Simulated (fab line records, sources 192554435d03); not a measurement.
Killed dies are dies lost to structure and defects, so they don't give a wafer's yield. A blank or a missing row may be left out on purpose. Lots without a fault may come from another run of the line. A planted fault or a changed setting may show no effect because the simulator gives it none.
Chamber matching | flow n5_finfet | N5_DUMMY_GATE_ETCH_44 on rie_si-02: 4 sister chambers
The step etches poly-Si in HBr/O2, stops on SiO2, target depth 127.5 nm. 8 wafers are shown with their chamber, then 7 later ones without.

WAFERS WITH THEIR CHAMBER
wafer  | chamber | throttle_valve_pct (%) | drypump_motor_current_A (A)
L084.3 | 1       | 18.47                  | 5.6
L086.1 | 1       | 18.46                  | 5.5
L086.3 | 2       | 18.63                  | 4.8
L088.1 | 2       | 18.62                  | 4.8
L088.3 | 3       | 18.30                  | 5.8
L088.4 | 0       | 18.72                  | 5.2
L089.2 | 3       | 18.30                  | 5.8
L089.4 | 0       | 18.71                  | 5.2

WAFERS WITHOUT THEIR CHAMBER
wafer  | throttle_valve_pct (%) | drypump_motor_current_A (A)
L089.5 | 18.31                  | 5.8
L090.1 | 18.46                  | 5.5
L090.3 | 18.61                  | 4.8
L090.5 | 18.61                  | 4.8
L092.1 | 18.61                  | 4.8
L092.2 | 18.31                  | 5.8
L092.3 | 18.72                  | 5.1

WHICH CHAMBER EACH WENT THROUGH
wafer  | from the rows above | in truth
L089.5 | 3                   | 3
L090.1 | 1                   | 1
L090.3 | 2                   | 2
L090.5 | 2                   | 2
L092.1 | 2                   | 2
L092.2 | 3                   | 3
L092.3 | 0                   | 0
Placed correctly: 7 of 7. Can't be placed from these rows: 0. Placed wrongly: 0.
How it was worked out, from the rows above alone: a wafer's distance from a chamber is the root of the sum, over the readings, of the square of ((its reading less the chamber's mean) divided by the reading's scatter). The wafer belongs to the nearest chamber; if the next one is less than 2 further off, it can't be placed. A chamber's mean is the mean of its shown wafers. The scatter: the root of (the sum of the squares of (reading less its chamber's mean) over the shown wafers, divided by (wafers less chambers)).
